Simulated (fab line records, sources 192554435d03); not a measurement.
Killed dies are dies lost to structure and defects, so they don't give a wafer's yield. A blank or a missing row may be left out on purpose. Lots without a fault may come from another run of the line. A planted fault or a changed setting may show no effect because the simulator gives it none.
Which tool did it? | flow n5_finfet | 10 lots, 29 wafers sampled, at 5 steps of a route of 1938

WHAT THE GAUGES READ, wafer by wafer
N5_BEOL_M13_THK_MEAS_01. Usual: M13_ILD_THK 839 nm, standard deviation 11.
lot  | measured     | on            | M13_ILD_THK (nm) | flag
L917 | day 13 18:52 | film_metro-01 | 823 841 844      |
L919 | day 13 23:04 | film_metro-01 | 820 836 840      |
L920 | day 14 15:43 | film_metro-01 | 838 853 840      |
L922 | day 14 21:02 | film_metro-01 | 851 854 863      |
L923 | day 16 12:55 | film_metro-01 | 832 973 854      | OFF
L928 | day 17 08:27 | film_metro-01 | 832 846 970      | OFF
L931 | day 17 13:40 | film_metro-02 | 829 982          | OFF
L933 | day 18 03:56 | film_metro-02 | 827 843 835      |
L934 | day 18 06:46 | film_metro-02 | 839 836 840      |
L939 | day 19 08:58 | film_metro-02 | 824 839 841      |

WHICH TOOL RAN EACH LOT (tool, then ch and the chambers of the sampled wafers, then the start)
lot  | N5_BEOL_M12_ETCH_38                | N5_BEOL_M12_PRE_CLEAN_42     | N5_BEOL_M12_SPUTTER_43       | N5_BEOL_M13_ILD_DEP_00
L917 | rie_diel-05 ch 2,3, day 13 17:09   | pvd_sputter-03, day 13 17:29 | pvd_sputter-03, day 13 17:31 | pecvd-04 ch 0,1,2, day 13 18:43
L919 | rie_diel-03 ch 0,2,3, day 13 20:55 | pvd_sputter-02, day 13 21:40 | pvd_sputter-02, day 13 21:42 | pecvd-03 ch 0,2, day 13 22:54
L920 | rie_diel-05 ch 2,3, day 14 13:35   | pvd_sputter-01, day 14 14:15 | pvd_sputter-01, day 14 14:17 | pecvd-04 ch 0,2, day 14 15:30
L922 | rie_diel-02 ch 0,1, day 14 19:16   | pvd_sputter-01, day 14 19:38 | pvd_sputter-01, day 14 19:41 | pecvd-03 ch 0,1,2, day 14 20:56
L923 | rie_diel-02 ch 0,2,3, day 16 10:47 | pvd_sputter-02, day 16 11:22 | pvd_sputter-02, day 16 11:25 | pecvd-04 ch 0,1, day 16 12:43
L928 | rie_diel-02 ch 0,2,3, day 17 06:37 | pvd_sputter-01, day 17 07:02 | pvd_sputter-01, day 17 07:04 | pecvd-04 ch 1,2, day 17 08:18
L931 | rie_diel-03 ch 1, day 17 11:50     | pvd_sputter-02, day 17 12:14 | pvd_sputter-02, day 17 12:17 | pecvd-04 ch 0,2, day 17 13:31
L933 | rie_diel-05 ch 0,1,3, day 18 02:07 | pvd_sputter-03, day 18 02:32 | pvd_sputter-03, day 18 02:35 | pecvd-02 ch 0,1,2, day 18 03:47
L934 | rie_diel-05 ch 0,1,2, day 18 02:58 | pvd_sputter-03, day 18 05:18 | pvd_sputter-03, day 18 05:20 | pecvd-03 ch 0,1,2, day 18 06:37
L939 | rie_diel-03 ch 0,1, day 19 06:41   | pvd_sputter-03, day 19 07:10 | pvd_sputter-03, day 19 07:12 | pecvd-02 ch 0,2, day 19 08:49
- N5_BEOL_M12_ETCH_38: etches SiCN in CF4/N2, target depth 68.7 nm, time 73.4 s.
- N5_BEOL_M12_PRE_CLEAN_42: time 30 s.
- N5_BEOL_M12_SPUTTER_43: material TaN, target thk 15 nm, time 24.19 s.
- N5_BEOL_M13_ILD_DEP_00: deposits SiOC from DEMS/O2, target thk 837.92 nm, time 166.4 s.

WHAT THE TOOLS THEMSELVES READ (means of the sampled wafers that have a number; where no wafer has one, the mark that the record gives instead)
N5_BEOL_M12_ETCH_38. Usual: drypump_motor_current_A 5.8 A, standard deviation 0.56; oes_product_au 0.81 a.u., standard deviation 0.073; rf_vpp_V 382.6 V, standard deviation 2.2; showerhead_plenum_p_Torr 2.22 Torr, standard deviation 0.086; throttle_valve_pct 15.31 %, standard deviation 0.28.
lot  | tool        | drypump_motor_current_A (A) | oes_product_au (a.u.) | rf_vpp_V (V) | showerhead_plenum_p_Torr (Torr) | throttle_valve_pct (%) | flag
L917 | rie_diel-05 | 5.6                         | 0.76                  | 381.5        | 2.19                            | 15.20                  |
L919 | rie_diel-03 | 5.6                         | 0.91                  | 383.6        | 2.27                            | 15.08                  |
L920 | rie_diel-05 | 5.5                         | 0.72                  | 382.2        | 2.19                            | 15.31                  |
L922 | rie_diel-02 | 5.5                         | 0.80                  | 381.9        | 2.20                            | 15.28                  |
L923 | rie_diel-02 | 6.2                         | 0.74                  | 382.9        | 2.23                            | 15.56                  |
L928 | rie_diel-02 | 6.2                         | 0.73                  | 383.2        | 2.23                            | 15.57                  |
L931 | rie_diel-03 | 6.3                         | 0.79                  | 380.0        | 2.12                            | 15.75                  |
L933 | rie_diel-05 | 5.6                         | 0.88                  | 383.3        | 2.22                            | 15.15                  |
L934 | rie_diel-05 | 5.8                         | 0.82                  | 382.2        | 2.22                            | 15.23                  |
L939 | rie_diel-03 | 5.9                         | 0.79                  | 379.9        | 2.13                            | 15.52                  |

N5_BEOL_M12_PRE_CLEAN_42. Usual: heater_power_w 339 W, standard deviation 29.
lot  | tool           | heater_power_w (W) | flag
L917 | pvd_sputter-03 | 381                |
L919 | pvd_sputter-02 | 335                |
L920 | pvd_sputter-01 | 318                |
L922 | pvd_sputter-01 | 328                |
L923 | pvd_sputter-02 | 357                |
L928 | pvd_sputter-01 | 325                |
L931 | pvd_sputter-02 | 312                |
L933 | pvd_sputter-03 | 346                |
L934 | pvd_sputter-03 | 355                |
L939 | pvd_sputter-03 | 337                |

N5_BEOL_M12_SPUTTER_43. Usual: throttle_valve_pct 29.8 %, standard deviation 0.86.
lot  | tool           | throttle_valve_pct (%) | flag
L917 | pvd_sputter-03 | 30.8                   |
L919 | pvd_sputter-02 | 30.4                   |
L920 | pvd_sputter-01 | 29.0                   |
L922 | pvd_sputter-01 | 28.9                   |
L923 | pvd_sputter-02 | 29.2                   |
L928 | pvd_sputter-01 | 29.9                   |
L931 | pvd_sputter-02 | 30.0                   |
L933 | pvd_sputter-03 | 30.4                   |
L934 | pvd_sputter-03 | 29.8                   |
L939 | pvd_sputter-03 | 30.1                   |

N5_BEOL_M13_ILD_DEP_00. Usual: heater_power_w 547 W, standard deviation 69; run_length_s 211.1 s, standard deviation 0.65; showerhead_plenum_p_Torr 5.690 Torr, standard deviation 0.015; throttle_valve_pct 11.8 %, standard deviation 0.45.
lot  | tool     | heater_power_w (W) | run_length_s (s) | showerhead_plenum_p_Torr (Torr) | throttle_valve_pct (%) | flag
L917 | pecvd-04 | 500                | 211.1            | 5.693                           | 12.0                   |
L919 | pecvd-03 | 574                | 211.0            | 5.689                           | 12.0                   |
L920 | pecvd-04 | 506                | 211.2            | 5.694                           | 11.5                   |
L922 | pecvd-03 | 518                | 211.6            | 5.680                           | 12.0                   |
L923 | pecvd-04 | 558                | 219.7            | 5.683                           | 12.2                   | OFF
L928 | pecvd-04 | 524                | 219.3            | 5.680                           | 11.5                   | OFF
L931 | pecvd-04 | 502                | 224.1            | 5.688                           | 11.9                   | OFF
L933 | pecvd-02 | 546                | 210.4            | 5.702                           | 11.4                   |
L934 | pecvd-03 | 561                | 211.2            | 5.683                           | 11.8                   |
L939 | pecvd-02 | 537                | 210.8            | 5.704                           | 11.0                   |

THE ANSWER, worked out from the rows above alone
Rule: a lot is off if the mean of its wafers that have a number lies more than 3 standard deviations from the usual mean. A lot without any number at a reading at which 4 lots or more have one is off too. The other lots that the step has rows for count as sound. The gauges are gone through in route order, then the tools' own readings, and for those a lot's mean is taken as printed above. The first step at which some lot is off is used, and at that step the reading that is off furthest; a lot without a number counts as furthest.
Off: L923, L928, L931, at N5_BEOL_M13_THK_MEAS_01 (M13_ILD_THK).
A tool fits if, at a process step before that reading, it ran every lot that is off, and no sound lot after the first of them. The gauges at N5_BEOL_M13_THK_MEAS_01 aren't tried: what is off there is off at N5_BEOL_M13_ILD_DEP_00 too, on other tools, and a gauge's error can't cause that. One fits: pecvd-04 at N5_BEOL_M13_ILD_DEP_00. Its last sound lot is L920 (day 14 15:30), its first lot that is off L923 (day 16 12:43): a fault that began between those two fits.
The tool's own readings at N5_BEOL_M13_ILD_DEP_00 bear it out: on the lots that are off they differ by more than 5 times the standard deviation of the sound lots' means. run_length_s reads 221.0 s there against 211.0 s on the sound lots.

WHAT THE SIMULATOR HAD PUT IN
Process parameter drift: pecvd-04, from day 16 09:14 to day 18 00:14, at N5_BEOL_M13_ILD_DEP_00. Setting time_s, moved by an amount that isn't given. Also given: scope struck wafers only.
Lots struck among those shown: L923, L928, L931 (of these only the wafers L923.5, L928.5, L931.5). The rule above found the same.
